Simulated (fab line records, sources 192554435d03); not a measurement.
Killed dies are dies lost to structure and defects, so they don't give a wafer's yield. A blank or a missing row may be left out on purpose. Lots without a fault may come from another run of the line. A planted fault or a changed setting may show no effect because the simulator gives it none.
fab line records | flow n5_finfet | part 2 of 2: steps 4 to 6 of 6
record lots=21 wafers=63 last_day=17
route steps=1938 shown SDB@361 HKMG_FIN@403
lots that met no fault: from a run of the same line without faults
start_h: hours from the record's first day to the start of the lot's first wafer shown | wait_h: hours since the lot's step before | " the same as in the row above | L1.1+2: a row that stands for several wafers | - no value, or no start given | * or withheld: withheld | < > ~ a bound
route shown NAME@n: a module of which the file shows steps, and the number in the route of the first | usual: mean/standard deviation of fault-free wafers | same: alike in all rows | chamber/n: place in a boat | sites: the reading at each site | _std_site: their standard deviation | _edge_site: outer sites' mean less inner sites' | radius_mm: how far each site lies from the wafer's centre | mask NAME#n: copy n | behind: the tool/chamber that last shaped the wafer | hold: why the lot was held/for how many hours/how that ended | device: the transistor (n, p or np) that didn't switch | end of line: the same wafers' tests at the end of the route | a step without rows: its recipe alone | killed: dies lost to structure and defects at the first sort, not the wafer's yield | map: a wafer's dies, x killed, . not, _ none there
set.NAME: the setting as run; set.NAME@STEP: as run at that earlier step | model.NAME: the simulator's own value behind a step, which no gauge read
steps of the route over a sample of lots; a table a step, a row a wafer
services: from which hour (start_h, from the record's first day; less than 0 if before it) a tool's chamber was out of use, for how many hours, and why
## steps
# step N5_HKMG_FIN_STRIP_34
# recipe chemistry=CF4 resist=SiARC power_w=300 bias_power_w=75 pressure_mtorr=50 cf4_flow_sccm=150 rf_frequency_hz=6e+07
# usual drypump_motor_current_A=5.9/0.41 oes_product_au=0.79/0.085 rf_fwd_power_W=293.9/1.7 rf_vpp_V=271.5/1.6 showerhead_plenum_p_Torr=1.80/0.065 throttle_valve_pct=13.45/0.22
# columns lot.wafer tool chamber start_h wait_h drypump_motor_current_A oes_product_au rf_fwd_power_W rf_hours_counter_h rf_vpp_V showerhead_plenum_p_Torr throttle_valve_pct
L074.2 rie_diel-05 2 81.35 0.0 5.8 0.70 - 242 272.1 1.84 13.49
L074.3 " 3 " " 5.9 0.68 293.6 202 271.5 1.78 13.75
L074.4 " 0 " " 5.1 0.70 - 239 270.9 1.70 13.95
L075.1 rie_diel-04 2 82.87 0.0 5.9 0.84 293.1 55 272.5 1.82 13.60
L075.4 " 0 " " 5.4 0.92 293.4 14 273.5 1.84 13.35
L075.5 " 0 " " 5.4 0.91 294.8 - 272.2 1.84 13.38
L077.2 rie_diel-05 3 93.18 0.0 5.9 0.69 - 207 269.6 1.78 13.75
L077.3 " 1 " " 5.6 0.76 293.2 102 272.6 1.88 13.34
L077.4 " 0 " " 5.1 0.70 - 244 269.0 1.70 13.97
L078.1 rie_diel-06 3 100.21 0.0 6.6 0.70 292.4 202 270.5 1.71 13.35
L078.4 " 3 " " 6.6 0.70 291.7 - 268.7 1.71 13.34
L078.5 " 2 " " 5.6 0.78 295.4 - 269.0 1.73 13.55
L079.1 rie_diel-04 2 106.99 0.0 5.9 0.83 294.2 63 271.3 1.82 13.62
L079.4 " 0 " " 5.4 0.90 293.6 - 272.0 1.83 13.39
L079.6 " 2 " " 5.9 0.83 294.9 - 273.6 1.82 13.61
L081.3 rie_diel-05 1 119.68 0.0 5.7 0.75 292.6 113 273.9 1.88 13.36
L081.5 " 3 " " 5.9 0.68 - - 269.4 1.77 13.76
L081.6 " 1 " " 5.6 0.75 292.7 - 272.2 1.88 13.38
L082.1 rie_diel-06 1 123.76 0.0 6.5 0.87 293.3 50 274.7 1.90 13.42
L082.4 " 3 " " 6.6 0.69 291.8 - 271.1 1.70 13.38
L082.6 " 2 " " 5.6 0.77 297.2 - 268.8 1.73 13.59
L083.1 rie_diel-05 1 130.10 0.0 5.6 0.75 292.0 118 273.3 1.88 13.38
L083.4 " 2 " " 5.8 0.94 296.2 - 272.2 1.84 12.96
L083.5 " 3 " " 5.9 0.67 295.7 - 270.8 1.77 13.76
L084.1 rie_diel-04 1 136.82 0.0 6.0 0.86 296.7 42 273.5 1.83 13.15
L084.2 " 0 " " 5.4 0.88 292.1 35 271.3 1.83 13.42
L084.6 " 3 " " 5.5 0.68 293.4 - 272.5 1.83 13.71
L085.3 rie_diel-06 1 141.22 0.0 6.4 0.87 293.3 56 273.6 1.90 13.46
L085.5 " 3 " " 6.6 0.69 290.5 - 269.5 1.70 13.39
L085.6 " 2 " " 5.6 0.76 297.5 - 270.4 1.73 13.61
L086.1 rie_diel-05 1 152.84 0.0 5.6 0.74 293.2 128 272.5 1.87 13.41
L086.5 " 3 " " 5.9 0.67 294.7 - 268.9 1.77 13.80
L086.6 " 2 " " 5.8 0.92 294.7 - 271.7 1.83 12.99
L087.1 rie_diel-06 3 154.51 0.0 6.6 0.69 - 224 270.2 1.70 13.40
L087.2 " 2 " " 5.6 0.76 296.8 147 269.2 1.73 13.61
L087.3 " 1 " " 6.5 0.86 292.4 61 273.6 1.90 13.47
L088.2 rie_diel-06 1 163.23 0.0 6.4 0.85 - 63 273.8 1.89 13.46
L088.5 " 2 " " 5.6 0.75 294.7 - 268.8 1.73 13.62
L088.6 " 1 " " 6.4 0.86 292.8 - 272.1 1.90 13.47
L090.2 rie_diel-06 3 170.40 0.0 6.6 0.68 292.8 231 270.8 1.70 13.40
L090.3 " 1 " " 6.4 0.86 292.0 66 272.5 1.89 13.47
L090.6 " 2 " " 5.6 0.76 295.4 - 269.4 1.72 13.62
L091.1 rie_diel-06 0 177.53 0.0 5.9 0.73 - 153 271.3 1.79 13.46
L091.2 " 2 " " 5.6 0.75 296.7 155 269.1 1.72 13.64
L091.3 " 1 " " 6.5 0.85 292.7 67 274.7 1.89 13.45
L092.2 rie_diel-05 3 187.53 0.0 5.9 0.65 293.2 245 271.1 1.77 13.83
L092.4 " 1 " " 5.6 0.73 292.2 140 272.8 1.87 13.42
L092.5 " 3 " " 5.9 0.66 - - 271.3 1.77 13.84
L093.1 rie_diel-06 1 193.31 0.0 6.5 0.84 291.4 70 272.5 1.89 13.48
L093.5 " 0 " " 5.9 0.72 292.4 - 270.0 1.79 13.49
L093.6 " 1 " " 6.5 0.84 293.1 - 272.9 1.89 13.46
L094.1 rie_diel-04 2 198.06 0.0 5.9 0.80 293.6 100 271.0 1.81 13.69
L094.3 " 3 " " 5.5 0.91 293.0 14 271.0 1.83 13.18
L094.4 " 1 " " 6.0 0.83 296.3 - 271.7 1.82 13.20
L095.2 rie_diel-04 2 200.93 0.0 5.9 0.79 295.5 101 271.8 1.81 13.71
L095.4 " 1 " " 6.0 0.84 295.7 66 271.9 1.82 13.21
L095.5 " 1 " " 6.0 0.83 296.6 - 270.9 1.82 13.20
L096.1 rie_diel-05 2 212.81 0.0 5.8 0.88 293.5 33 272.0 1.83 13.03
L096.3 " 1 " " 5.6 0.72 293.5 148 272.8 1.87 13.45
L096.6 " 0 " " 5.1 0.87 293.2 - 273.3 1.90 13.46
L097.3 rie_diel-04 1 213.05 0.0 6.0 0.82 296.5 71 272.6 1.82 13.21
L097.4 " 3 " " 5.6 0.89 293.1 20 273.2 1.83 13.18
L097.6 " 2 " " 5.9 0.79 295.3 - 271.3 1.81 13.71
# step N5_HKMG_FIN_STRIP_88
# recipe chemistry=N2/H2 power_w=2500 temp_c=300 h2_frac=0.65 time_s=360 pressure_mtorr=withheld n2_flow_sccm=1750 h2_flow_sccm=3250
# usual drypump_motor_current_A=6.0/0.52 h2_flow_sccm=3251/9.7 heater_power_w=503/43
# columns lot.wafer tool chamber start_h wait_h drypump_motor_current_A h2_flow_sccm heater_power_w rf_hours_counter_h
L074.2 plasma_asher-01 0 82.63 0.0 6.6 3243 540 50
L074.3 " 1 " " 5.5 3251 448 -
L074.4 " 0 " " 6.6 3251 529 -
L075.1 plasma_asher-01 1 84.37 0.0 5.5 3237 438 50
L075.4 " 1 " " 5.5 3246 457 -
L075.5 " 0 " " 6.6 3259 531 -
L077.2 plasma_asher-02 1 94.47 0.0 6.2 3245 533 78
L077.3 " 1 " " 6.2 3236 544 -
L077.4 " 0 " " 5.5 3245 551 -
L078.1 plasma_asher-01 0 101.54 0.0 6.6 3262 526 53
L078.4 " 1 " " 5.5 3266 449 -
L078.5 " 0 " " 6.6 3271 537 -
L079.1 plasma_asher-01 1 108.28 0.0 5.5 3253 437 55
L079.4 " 1 " " 5.5 3254 448 -
L079.6 " 0 " " 6.5 3251 530 -
L081.3 plasma_asher-01 1 121.18 0.1 5.5 3260 455 -
L081.5 " 1 " " 5.5 3245 454 -
L081.6 " 0 " " 6.6 3249 512 -
L082.1 plasma_asher-01 1 125.12 0.0 5.5 3255 441 59
L082.4 " 1 " " 5.5 3265 450 -
L082.6 " 1 " " 5.4 3241 454 -
L083.1 plasma_asher-01 1 131.44 0.0 5.5 3255 452 60
L083.4 " 0 " " 6.5 3257 539 -
L083.5 " 1 " " 5.5 3240 451 -
L084.1 plasma_asher-01 0 138.38 0.0 6.6 3262 526 61
L084.2 " 1 " " 5.5 3248 452 61
L084.6 " 0 " " 6.6 3257 542 -
L085.3 plasma_asher-01 1 142.68 0.1 5.5 3253 448 -
L085.5 " 0 " " 6.6 3246 548 -
L085.6 " 1 " " 5.5 3258 452 -
L086.1 plasma_asher-01 1 154.13 0.0 5.5 3251 445 64
L086.5 " 0 " " 6.6 3245 530 -
L086.6 " 1 " " 5.5 3236 457 -
L087.1 plasma_asher-01 1 155.80 0.0 5.5 3246 448 65
L087.2 " 0 " " 6.6 3243 537 65
L087.3 " 0 " " 6.6 3243 524 -
L088.2 plasma_asher-01 0 164.53 0.0 6.6 3252 542 66
L088.5 " 0 " " 6.6 3255 537 -
L088.6 " 1 " " 5.5 3253 452 -
L090.2 plasma_asher-01 1 171.69 0.0 5.5 3267 451 68
L090.3 " 1 " " 5.5 3247 452 -
L090.6 " 1 " " 5.5 3253 460 -
L091.1 plasma_asher-01 0 178.83 0.0 6.6 3256 540 70
L091.2 " 1 " " 5.4 3254 453 70
L091.3 " 1 " " 5.4 3247 441 -
L092.2 plasma_asher-01 1 188.83 0.0 5.5 3248 449 71
L092.4 " 0 " " 6.6 3251 537 -
L092.5 " 0 " " 6.6 3237 521 -
L093.1 plasma_asher-02 0 194.65 0.0 5.5 3259 559 97
L093.5 " 0 " " 5.5 3260 550 -
L093.6 " 1 " " 6.1 3258 539 -
L094.1 plasma_asher-02 0 199.35 0.0 5.5 3246 560 98
L094.3 " 1 " " 6.2 3246 520 -
L094.4 " 0 " " 5.5 3264 530 -
L095.2 plasma_asher-02 1 202.39 0.0 6.2 3250 533 99
L095.4 " 1 " " 6.2 3234 527 -
L095.5 " 1 " " 6.2 3254 533 -
L096.1 plasma_asher-01 0 214.22 0.0 6.6 3274 528 76
L096.3 " 1 " " 5.5 3243 459 -
L096.6 " 1 " " 5.5 3231 451 -
L097.3 plasma_asher-02 0 214.47 0.1 5.5 3245 561 -
L097.4 " 1 " " 6.2 3236 540 -
L097.6 " 0 " " 5.5 3253 545 -
# step N5_HKMG_FIN_CMP_23
# recipe stop_on=SiNx t_overpolish_s=10 post_cmp_clean=rinse_only down_force_psi=4 platen_rpm=50.289 pad_velocity_m_s=1.0006 target_thk_nm=46.326
# usual motor_current_A=12.4/1.5 overpolish_run_s=10.000/0.0088 time_to_endpoint_s=11.6/2.1
# columns lot.wafer tool chamber start_h wait_h motor_current_A overpolish_run_s time_to_endpoint_s
L074.3 cmp-01 2 84.73 0.0 12.9 10.009 9.4
L074.4 " 3 " " 13.2 10.016 10.3
L074.2 " 0 " " 14.7 10.011 12.1
L075.4 cmp-04 0 86.63 0.2 10.0 10.004 6.8
L075.1 " 1 " " 13.9 10.000 7.3
L075.5 " 3 " " 13.8 10.002 8.8
L077.3 cmp-01 0 96.57 0.0 14.7 9.994 7.6
L077.4 " 1 " " 10.7 9.997 12.6
L077.2 " 2 " " 13.2 9.994 9.7
L078.1 cmp-01 2 103.64 0.0 12.5 10.000 11.3
L078.4 " 3 " " 13.9 10.013 10.2
L078.5 " 2 " " 13.3 9.998 13.5
L079.1 cmp-04 1 110.57 0.1 14.3 9.989 9.4
L079.4 " 3 " " 14.0 9.991 7.5
L079.6 " 0 " " 10.6 9.997 8.1
L081.3 cmp-02 1 123.40 0.3 13.8 10.007 10.2
L081.5 " 2 " " 11.2 9.999 13.7
L081.6 " 3 " " 11.1 9.989 11.5
L082.1 cmp-01 3 127.30 0.1 13.5 9.999 12.6
L082.4 " 1 " " 11.6 9.993 12.1
L082.6 " 2 " " 12.4 9.992 12.5
L083.4 cmp-04 3 133.80 0.0 13.4 9.987 9.7
L083.1 " 2 " " 13.9 10.004 8.6
L083.5 " 0 " " 10.8 9.991 9.3
L084.2 cmp-04 3 140.48 0.0 12.8 9.990 13.6
L084.1 " 0 " " 10.9 9.994 11.2
L084.6 " 0 " " 10.9 9.989 13.6
L085.3 cmp-01 0 144.87 0.1 15.0 9.997 12.1
L085.5 " 3 " " 13.3 10.010 11.7
L085.6 " 0 " " 14.8 9.996 10.7
L086.1 cmp-02 3 156.42 0.2 11.7 9.999 11.5
L086.5 " 1 " " 14.0 10.018 10.8
L086.6 " 2 " " 11.5 10.023 13.1
L087.1 cmp-02 1 157.97 0.1 13.9 9.988 12.9
L087.2 " 2 " " 11.4 10.005 16.3
L087.3 " 3 " " 11.2 10.007 14.2
L088.2 cmp-02 2 167.07 0.2 11.8 10.003 10.1
L088.5 " 0 " " 10.6 10.002 11.4
L088.6 " 1 " " 14.3 9.993 12.0
L090.2 cmp-02 2 173.95 0.2 12.2 10.006 14.1
L090.3 " 3 " " 11.0 9.994 16.4
L090.6 " 1 " " 13.7 9.989 13.0
L091.1 cmp-04 3 180.92 0.0 13.0 10.020 12.4
L091.2 " 0 " " 10.6 10.013 11.8
L091.3 " 2 " " 13.7 9.999 13.4
L092.4 cmp-01 0 191.04 0.0 14.6 10.000 13.8
L092.2 " 1 " " 10.5 9.999 16.1
L092.5 " 1 " " 10.5 9.993 16.0
L093.1 cmp-02 3 196.92 0.1 11.2 10.002 12.0
L093.5 " 2 " " 11.9 10.017 13.1
L093.6 " 3 " " 11.3 9.999 10.7
L094.4 cmp-02 2 201.53 0.1 11.9 10.004 11.1
L094.3 " 3 " " 11.8 10.010 12.5
L094.1 " 0 " " 10.4 9.997 13.2
L095.2 cmp-02 0 204.83 0.3 10.0 10.004 10.2
L095.4 " 1 " " 13.9 10.008 8.7
L095.5 " 3 " " 11.2 9.995 12.0
L096.1 cmp-02 0 216.40 0.1 10.6 10.002 8.7
L096.3 " 1 " " 13.3 9.979 9.3
L096.6 " 0 " " 10.5 10.000 8.7
L097.4 cmp-01 0 216.45 0.0 15.8 10.004 11.8
L097.3 " 2 " " 13.3 9.994 13.1
L097.6 " 0 " " 14.6 10.007 8.3
## services
# columns tool chamber start_h hours kind
cmp-01 - 47.75 8.5 pm
cmp-04 - 49.55 4.0 pm
cmp-01 - 77.74 0.2 repair
cmp-04 - 81.23 0.3 repair
plasma_asher-01 - 87.39 0.8 repair
cmp-04 - 87.50 0.6 repair
cmp-04 - 88.29 5.5 pm
cmp-04 - 100.79 0.7 repair
rie_diel-04 1 104.02 9.3 repair
rie_diel-05 2 104.20 - clean
rie_diel-05 2 104.20 - consumable_replace:focus_ring
rie_diel-05 2 104.20 12.5 scheduled_down
rie_diel-05 2 104.20 12.5 vent_cycle
cmp-04 - 104.28 4.8 pm
rie_diel-05 0 116.69 - clean
cmp-02 - 118.16 4.0 pm
cmp-01 - 121.17 3.7 repair
rie_diel-05 2 132.80 6.0 repair
cmp-01 - 140.30 2.7 repair
cmp-01 - 157.30 1.3 repair
cmp-04 - 159.52 1.4 repair
cmp-04 - 171.25 1.6 repair
cmp-04 - 189.08 0.5 repair
cmp-04 - 200.94 6.7 repair
